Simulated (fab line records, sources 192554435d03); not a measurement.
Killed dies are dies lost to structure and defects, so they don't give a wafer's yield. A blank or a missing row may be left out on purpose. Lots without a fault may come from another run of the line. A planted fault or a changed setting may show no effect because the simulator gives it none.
A struck lot beside a sound one | flow n5_finfet | 14 steps out of a route of 1938
Sound: wafers L602.1, L602.4, L602.6. Struck: wafer L591.4. (L591.1, L591.3 of the same lot were not struck and are left out.) The cause comes at the end.
At each step with rows: each side's tool, then ch and its chambers, then its first start. Under that, the readings that differ: sound wafers | struck wafers | difference of the means | sigmas: that difference in standard deviations of wafers without a fault.
alike: readings whose means differ by less than 2 such deviations, and words and numbers that are the same on both sides. not compared: withheld readings, readings that some wafer has no value for, bounds like >300 that may hide the same value, and numbers for which the record gives no deviation and whose values overlap.
The two part at a step that has a row with sigmas, a row that says differs or no value, or rows on one side only. Numbers that don't overlap but have no deviation are shown without sigmas and don't part them. A reading that every wafer of one side lacks parts them only if that side has two wafers or more.

N5_BEOL_M14_OCD_MEAS_35:
  sound on ocd-01, day 14 07:37; struck on ocd-01, day 12 08:27
  alike: trench_depth_nm
then, 1 step without rows for these wafers: N5_BEOL_M14_STRIP_37 (strips in O2).
N5_BEOL_M14_ETCH_38: etches SiCN in CF4/N2, target depth 106.5 nm, time 120.6 s.
  sound on rie_diel-01 ch 0,1,2; struck on rie_diel-01 ch 0
  alike: drypump_motor_current_A, oes_product_au, rf_vpp_V, showerhead_plenum_p_Torr, throttle_valve_pct
  not compared: rf_hours_counter_h
then, 2 steps without rows for these wafers: N5_BEOL_M14_PRECLEAN_39 (cleans in residue remover, time 60 s); N5_BEOL_M14_SRD_40 (time 30 s, dry time 30 s).
N5_BEOL_M14_DEGAS_41: time 60 s.
  sound on pvd_sputter-03, day 14 10:25; struck on pvd_sputter-03, day 12 09:49
  alike: heater_power_w
then, 2 steps without rows for these wafers: N5_BEOL_M14_PRE_CLEAN_42 (time 30 s); N5_BEOL_M14_SPUTTER_43 (material TaN, target thk 15 nm, time 24.19 s).
N5_BEOL_M14_SPUTTER_44: material Ta, target thk 15 nm, time 24.19 s.
  sound on pvd_sputter-03, day 14 10:35; struck on pvd_sputter-03, day 12 09:59
  alike: throttle_valve_pct
N5_BEOL_M14_SPUTTER_45: material Cu, target thk 100 nm, time 16.67 s.
  sound on pvd_sputter-03, day 14 10:40; struck on pvd_sputter-03, day 12 10:04
  alike: throttle_valve_pct
then, 1 step without rows for these wafers: N5_BEOL_M14_ECD_47 (material Cu, target thk 1248 nm).
N5_BEOL_M14_ANNEAL_48: time 90 s.
  sound on rtp_anneal-01 ch 0, day 14 10:58; struck on rtp_anneal-02 ch 0, day 12 10:22
  reading          | sound             | struck | difference | sigmas
  wafer_temp_C_max | 225.7 225.5 225.4 | 226.8  | +1.3       | +2
N5_BEOL_M14_CMP_49: polishes, stops on SiO2, t overpolish 5.2 s, target thk 560 nm.
  sound on cmp-04 ch 0,2, day 14 11:18; struck on cmp-01 ch 0, day 12 10:40
  reading                      | sound             | struck | difference | sigmas
  barrier_field_endpoint_s (s) | 10.88 11.17 11.35 | 6.20   | -4.93      | -21
  time_to_endpoint_s (s)       | 116 120 120       | 67     | -52        | -13
  alike: motor_current_A, overpolish_run_s
N5_PASSIVATION_PROBE_49:
  sound on prober-02, day 15 10:21; struck on prober-02, day 13 10:47
  alike: defect_limited_yield, killed_at_M0_to_M3, killed_at_M4_up, killed_at_contacts, killed_at_front_end, killed_at_other, killed_dies, killed_open, killed_short, sort_bin_5_function, sort_bin_6_memory, sort_bin_8_speed, sort_n_pass, sort_yield_pct

WHERE THEY PART
First at N5_BEOL_M14_ANNEAL_48; last, within this record, at N5_BEOL_M14_CMP_49. Later steps at which nothing parts them and some readings are alike: N5_PASSIVATION_PROBE_49.

WHY: what the simulator had put in
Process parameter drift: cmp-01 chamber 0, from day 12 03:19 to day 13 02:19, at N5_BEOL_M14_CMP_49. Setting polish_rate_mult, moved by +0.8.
